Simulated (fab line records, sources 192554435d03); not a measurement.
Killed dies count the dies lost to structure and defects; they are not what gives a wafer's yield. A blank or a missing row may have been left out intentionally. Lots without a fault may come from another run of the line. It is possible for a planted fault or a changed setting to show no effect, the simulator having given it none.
fab line records    flow n5_finfet
[record] lots = 13  wafers = 36  last_day = 19
route steps=1938 shown HKMG_FIN@386
lots that met no fault: from a run of the same line without faults
start_h: hours from the record's first day to the start of the lot's first wafer shown    wait_h: hours since the lot's step before    " repeats the value in the row above    L1.1+2: a row that stands for several wafers    - value missing, or start not given    * or withheld: withheld    < > ~ a bound
route shown NAME@n: a module of which the file shows steps, and the number in the route of the first    usual: mean and standard deviation over wafers with no fault    same: alike in all rows    chamber/n: place in a boat    sites: per-site readings    _std_site: the values' standard deviation    _edge_site: outer sites' mean less inner sites'    radius_mm: how far each site lies from the wafer's centre    mask NAME#n: copy n    behind: the most recent tool/chamber to have shaped the wafer    hold: why the lot was held/for how many hours/how that ended    device: whichever transistor did not switch (one of n, p or np)    end of line: tests of these same wafers at the route's end    step lacking rows: just its recipe    killed: at the first sort, the dies lost to defects and structure; wafer yield is something else    map: dies across one wafer; x = killed, . = not, _ = none there
set.NAME: the setting that was run; set.NAME@STEP: the one run at that earlier step    model.NAME: the simulator's own value behind a step, which no gauge read
route steps across a sampled set of lots; one table per step, one row per wafer
services: a tool's chamber out of use, with start hour (start_h, from the record's first day; less than 0 if before it), hours out, and reason
[[steps]]
[step N5_HKMG_FIN_HK_ALD_01]
[recipe] material = HfO2  target_thk_a = 16  temp_c = withheld  ald_precursor_family = HfCl4  ald_co_reactant = H2O  pulse_time_s = 3  purge_time_s = 3  co_reactant_purge_time_s = 2.5  co_reactant_pulse_time_s = 0.3  ald_cycles = 30
[usual] precursor_pulse_height_rel = 0.998/0.02
lot.wafer  tool       chamber  start_h  wait_h  precursor_pulse_height_rel
L649.2     ald_hk-02  1        74.05    0.0     1.005
L649.3     "          3        "        "       0.994
L649.5     "          0        "        "       1.011
L653.1     ald_hk-02  1        94.37    0.0     0.980
L653.4     "          3        "        "       0.987
L655.1     ald_hk-03  3        105.87   0.0     0.978
L655.6     "          1        "        "       1.030
L656.4     ald_hk-03  1        116.94   0.0     0.998
L656.6     "          3        "        "       1.022
L657.2     ald_hk-03  2        122.60   0.0     0.968
L657.4     "          0        "        "       0.999
L657.5     "          1        "        "       1.035
L658.2     ald_hk-02  1        126.01   0.0     1.008
L658.3     "          3        "        "       1.007
L658.4     "          0        "        "       0.993
L660.3     ald_hk-03  2        135.74   0.0     0.980
L660.4     "          1        "        "       1.003
L660.5     "          2        "        "       1.009
L662.3     ald_hk-01  2        149.77   0.0     0.987
L662.4     "          1        "        "       0.989
L662.6     "          3        "        "       1.001
L663.1     ald_hk-02  3        154.28   0.0     0.955
L663.3     "          1        "        "       0.991
L663.4     "          2        "        "       1.001
L666.4     ald_hk-02  0        171.75   0.0     1.002
L666.5     "          2        "        "       1.021
L666.6     "          1        "        "       0.995
L667.1     ald_hk-03  2        177.63   0.0     0.973
L667.3     "          0        "        "       0.960
L667.4     "          1        "        "       1.012
L668.1     ald_hk-01  2        183.58   0.0     0.976
L668.2     "          1        "        "       0.995
L668.5     "          2        "        "       1.001
L671.3     ald_hk-02  3        202.38   0.0     1.011
L671.5     "          3        "        "       0.995
L671.6     "          0        "        "       1.013
[step N5_HKMG_FIN_HK_ANNEAL_02]
[recipe] temp_c = 700  time_s = 30  ambient = N2  idle_temp_c = 600  ramp_up_c_per_s = 150  ramp_down_c_per_s = 60  cool_to_c = 600
[usual] lamp_power_pct = 8.80/0.05  lamp_zone_6_pct = 8.725/0.01  wafer_temp_C_max = 703.0/0.71
lot.wafer  tool           chamber  start_h  wait_h  lamp_power_pct  lamp_zone_6_pct  wafer_temp_C_max
L649.2     rtp_anneal-02  0        74.27    0.1     8.88            8.723            702.1
L649.3     "              0        "        "       8.79            8.730            702.7
L649.5     "              0        "        "       8.83            8.716            704.6
L653.1     rtp_anneal-02  0        94.65    0.2     8.84            8.742            702.6
L653.4     "              0        "        "       8.80            8.725            703.0
L655.1     rtp_anneal-01  0        106.05   0.1     8.83            8.713            702.4
L655.6     "              0        "        "       8.74            8.726            703.2
L656.4     rtp_anneal-02  0        117.23   0.2     8.76            8.719            702.0
L656.6     "              0        "        "       8.81            8.713            703.0
L657.2     rtp_anneal-01  0        122.97   0.3     8.81            8.719            702.3
L657.4     "              0        "        "       8.76            8.721            702.9
L657.5     "              0        "        "       8.78            8.731            702.7
L658.2     rtp_anneal-02  0        126.23   0.1     8.77            8.728            702.6
L658.3     "              0        "        "       8.85            8.722            702.0
L658.4     "              0        "        "       8.79            8.723            702.3
L660.3     rtp_anneal-02  0        135.99   0.2     8.81            8.739            701.9
L660.4     "              0        "        "       8.87            8.731            703.4
L660.5     "              0        "        "       8.67            8.727            702.8
L662.3     rtp_anneal-01  0        150.02   0.2     8.85            8.734            702.1
L662.4     "              0        "        "       8.77            8.735            703.2
L662.6     "              0        "        "       8.89            8.731            703.2
L663.1     rtp_anneal-01  0        154.46   0.1     8.76            8.721            704.3
L663.3     "              0        "        "       8.84            8.739            702.8
L663.4     "              0        "        "       8.82            8.718            703.0
L666.4     rtp_anneal-02  0        172.06   0.2     8.77            8.725            702.1
L666.5     "              0        "        "       8.70            8.737            702.7
L666.6     "              0        "        "       8.82            8.727            702.6
L667.1     rtp_anneal-01  0        177.81   0.1     8.78            8.726            703.4
L667.3     "              0        "        "       8.76            8.738            703.1
L667.4     "              0        "        "       8.93            8.723            703.0
L668.1     rtp_anneal-02  0        183.77   0.1     8.83            8.730            703.5
L668.2     "              0        "        "       8.78            8.733            701.9
L668.5     "              0        "        "       8.80            8.720            703.1
L671.3     rtp_anneal-02  0        202.66   0.2     8.83            8.720            703.7
L671.5     "              0        "        "       8.71            8.731            703.3
L671.6     "              0        "        "       8.86            8.724            702.0
[step N5_HKMG_FIN_CD_MEAS_49]
[recipe] target_cd_nm = 202  landing_energy_ev = 500  detector = se_inlens  polarity = opening
[usual] cd_nm = 201.8/0.86
lot.wafer  tool       chamber  start_h  wait_h  cd_nm
L649.2     cd_sem-03  0        75.00    -       202.1
L649.3     "          0        "        "       200.8
L649.5     "          0        "        "       201.9
L653.1     cd_sem-01  0        95.41    -       201.1
L653.4     "          0        "        "       200.8
L655.1     cd_sem-02  0        106.81   -       202.1
L655.6     "          0        "        "       201.5
L656.4     cd_sem-02  0        117.77   -       202.3
L656.6     "          0        "        "       202.0
L657.2     cd_sem-01  0        123.58   -       201.6
L657.4     "          0        "        "       200.9
L657.5     "          0        "        "       202.5
L658.2     cd_sem-02  0        126.96   -       201.5
L658.3     "          0        "        "       201.4
L658.4     "          0        "        "       202.1
L660.3     cd_sem-02  0        136.57   -       202.9
L660.4     "          0        "        "       201.7
L660.5     "          0        "        "       203.0
L662.3     cd_sem-03  0        150.60   -       201.8
L662.4     "          0        "        "       202.2
L662.6     "          0        "        "       201.7
L663.1     cd_sem-03  0        155.09   -       201.3
L663.3     "          0        "        "       201.5
L663.4     "          0        "        "       201.7
L666.4     cd_sem-01  0        172.74   -       201.7
L666.5     "          0        "        "       202.3
L666.6     "          0        "        "       201.1
L667.1     cd_sem-01  0        178.57   -       202.5
L667.3     "          0        "        "       202.9
L667.4     "          0        "        "       202.7
L668.1     cd_sem-03  0        184.40   -       203.3
L668.2     "          0        "        "       202.7
L668.5     "          0        "        "       203.1
L671.3     cd_sem-02  0        203.23   -       201.3
L671.5     "          0        "        "       201.5
L671.6     "          0        "        "       201.1
[step N5_HKMG_FIN_ETCH_55]
[recipe] chemistry = N2/H2  target = SOC  target_depth_a = 2400  temp_c = 40  time_s = 300  ion_energy_ev = 200  mask_material = SiARC  pressure_mtorr = 30  source_w = 840  bias_w = 150  n2_flow_sccm = 200  h2_flow_sccm = 200
[usual] drypump_motor_current_A = 5.6/0.43  h2_flow_sccm = 200.0/0.61  oes_product_au = 0.79/0.05  rf_fwd_power_W = 838.1/2.8  rf_vpp_V = 524.0/2.5  showerhead_plenum_p_Torr = 2.55/0.097  throttle_valve_pct = 17.86/0.18
lot.wafer  tool         chamber  start_h  wait_h  drypump_motor_current_A  h2_flow_sccm  oes_product_au  rf_fwd_power_W  rf_hours_counter_h  rf_vpp_V  showerhead_plenum_p_Torr  throttle_valve_pct
L649.2     rie_diel-04  0        75.17    0.0     5.6                      200.8         0.74            836.9           204                 521.8     2.44                      17.97
L649.3     "            1        "        "       5.8                      200.4         0.80            840.1           95                  524.6     2.57                      17.68
L649.5     "            1        "        "       5.8                      200.6         0.80            839.2           -                   525.6     2.57                      17.68
L653.1     rie_diel-02  2        95.59    0.0     5.8                      201.1         0.78            840.7           71                  526.9     2.71                      17.92
L653.4     "            1        "        "       5.2                      200.1         0.79            838.8           98                  524.0     2.56                      17.81
L655.1     rie_diel-04  0        106.99   0.0     5.6                      200.0         0.73            837.6           218                 519.1     2.43                      18.01
L655.6     "            0        "        "       5.6                      199.3         0.73            836.7           -                   521.6     2.43                      18.00
L656.4     rie_diel-01  1        118.04   0.1     5.8                      199.6         0.82            841.0           -                   522.4     2.44                      17.39
L656.6     "            0        "        "       6.3                      200.5         0.77            838.5           -                   520.4     2.43                      17.78
L657.2     rie_diel-01  3        123.76   0.0     5.4                      200.9         0.77            838.2           111                 520.5     2.47                      18.10
L657.4     "            1        "        "       5.8                      200.3         0.82            836.3           78                  522.1     2.44                      17.40
L657.5     "            3        "        "       5.4                      200.1         0.77            837.7           -                   521.5     2.47                      18.09
L658.2     rie_diel-02  1        127.13   0.0     5.2                      198.9         0.78            836.9           106                 524.5     2.56                      17.82
L658.3     "            2        "        "       5.8                      199.2         0.77            839.6           81                  527.5     2.70                      17.94
L658.4     "            3        "        "       4.9                      199.6         0.88            833.3           29                  525.9     2.63                      17.99
L660.3     rie_diel-01  3        137.57   0.0     5.5                      201.0         0.77            841.4           116                 522.2     2.47                      18.10
L660.4     "            2        "        "       5.6                      200.4         0.81            837.7           76                  523.3     2.58                      17.64
L660.5     "            3        "        "       5.4                      200.8         0.77            843.7           -                   520.4     2.47                      18.09
L662.3     rie_diel-01  3        150.77   0.0     5.4                      220.1         0.79            833.4           121                 521.8     2.53                      18.76
L662.4     "            2        "        "       5.7                      220.5         0.82            835.9           81                  524.4     2.64                      18.27
L662.6     "            3        "        "       5.4                      221.2         0.80            832.9           -                   520.9     2.53                      18.78
L663.1     rie_diel-01  3        155.27   0.0     5.4                      220.2         0.78            834.4           123                 520.7     2.53                      18.76
L663.3     "            2        "        "       5.6                      218.6         0.82            840.7           83                  525.2     2.63                      18.27
L663.4     "            0        "        "       6.2                      219.4         0.78            840.9           119                 520.9     2.48                      18.44
L666.4     rie_diel-02  0        172.92   0.0     6.1                      200.6         0.80            839.1           120                 519.7     2.43                      17.80
L666.5     "            3        "        "       4.9                      198.9         0.85            839.2           -                   524.8     2.62                      18.01
L666.6     "            0        "        "       6.2                      200.6         0.79            838.8           -                   523.2     2.43                      17.79
L667.1     rie_diel-02  1        178.75   0.0     5.2                      199.4         0.77            835.2           125                 525.0     2.55                      17.85
L667.3     "            3        "        "       4.9                      200.7         0.85            838.1           48                  525.7     2.62                      18.02
L667.4     "            0        "        "       6.1                      199.4         0.80            834.2           122                 521.9     2.43                      17.80
L668.1     rie_diel-02  2        184.63   0.0     5.8                      200.5         0.75            835.1           101                 527.7     2.69                      17.97
L668.2     "            0        "        "       6.1                      200.5         0.80            839.6           124                 521.8     2.43                      17.80
L668.5     "            1        "        "       5.2                      200.3         0.76            832.8           -                   523.7     2.55                      17.86
L671.3     rie_diel-04  2        203.41   0.0     4.7                      200.8         0.90            833.4           25                  524.1     2.63                      18.09
L671.5     "            3        "        "       5.7                      199.1         0.71            842.3           -                   527.1     2.62                      17.92
L671.6     "            0        "        "       5.6                      200.2         0.71            840.3           -                   519.5     2.42                      18.05
[[services]]
tool         chamber  start_h  hours  kind
rie_diel-01  -        55.43    14.6   pm
rie_diel-01  1        71.65    13.0   repair
ald_hk-02    -        83.28    1.2    pm
rie_diel-04  3        85.35    15.4   repair
rie_diel-01  3        89.17    31.4   repair
rie_diel-04  2        100.77   -      clean
rie_diel-04  2        100.77   -      consumable_replace:focus_ring
rie_diel-04  2        100.77   24.5   scheduled_down
rie_diel-04  2        100.77   24.5   vent_cycle
rie_diel-01  -        116.22   0.3    repair
rie_diel-04  -        134.04   2.8    pm
rie_diel-02  2        180.71   1.5    repair
ald_hk-03    -        180.82   2.8    pm
rie_diel-02  3        182.82   5.4    repair
ald_hk-01    -        193.36   0.7    repair
ald_hk-03    -        198.90   8.7    pm
[[key]]
[first_sign] step = N5_HKMG_FIN_ETCH_55  reading = h2_flow_sccm  direction = up  sigmas = 33  usual = 200.0  struck = 220.0
[effect] step = N5_HKMG_FIN_ETCH_55  reading = throttle_valve_pct  direction = up  sigmas = 3.8  usual = *  struck = *
met_at N5_HKMG_FIN_ETCH_55
struck_lots L662,L663
rows_end L662.3,L662.4,L662.6,L663.1,L663.3,L663.4
not_acting_at N5_HKMG_FIN_HK_ALD_01,N5_HKMG_FIN_HK_ANNEAL_02,N5_HKMG_FIN_CD_MEAS_49
onset_between 137.57 150.77
[fault] kind = process_parameter_drift  tool = rie_diel-01  chamber = -  onset_h = 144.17  steps = N5_HKMG_FIN_ETCH_55  channel = h2_flow_sccm  offset = 20  shape = step  acts_in = these_recipes_only  stated = 200
// rows_end: these wafers met a further fault down the route, and their rows from its step on are left out
